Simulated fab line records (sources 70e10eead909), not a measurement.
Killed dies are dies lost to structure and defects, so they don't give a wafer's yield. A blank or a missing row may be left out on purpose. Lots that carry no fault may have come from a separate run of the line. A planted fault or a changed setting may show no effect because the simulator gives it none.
Matching of chambers ; flow nand-harc ; NHARC_A_STAIRCASE_ETCH_292 on rie-diel-05: 4 sister chambers
The step etches the open film in CF4/CHF3. 4 wafers are shown with their chamber, then 7 later ones without.

WAFERS WITH THEIR CHAMBER
wafer;chamber;showerhead-plenum-p-Torr (Torr)
L086.6;1;1.52
L087.4;0;1.62
L091.1;3;1.69
L091.2;2;1.49

WAFERS WITHOUT THEIR CHAMBER
wafer;showerhead-plenum-p-Torr (Torr)
L091.3;1.52
L089.3;1.52
L089.4;1.62
L089.6;1.52
L097.2;1.51
L097.3;1.49
L097.5;1.68

WHICH CHAMBER EACH WENT THROUGH
wafer;from the rows above;in truth
L091.3;1;1
L089.3;1;1
L089.4;0;0
L089.6;1;1
L097.2;can't be placed: 1 or 2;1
L097.3;2;2
L097.5;3;3
Correct placement for 6 of the 7. Can't be placed from these rows: 1 (the true chamber is among the candidates in 1). 0 placed wrongly.
How it was worked out, from the rows above alone: a wafer's distance from a chamber is the root of the sum, over the readings, of the square of ((its reading less the chamber's mean) divided by the reading's scatter). The wafer belongs to the nearest chamber; if the next one is less than 2 further off, it can't be placed. Each chamber's mean is taken over the wafers shown for it. The scatter: root of mean squared gap, hidden wafer to nearest shown wafer, with one shown wafer a chamber.
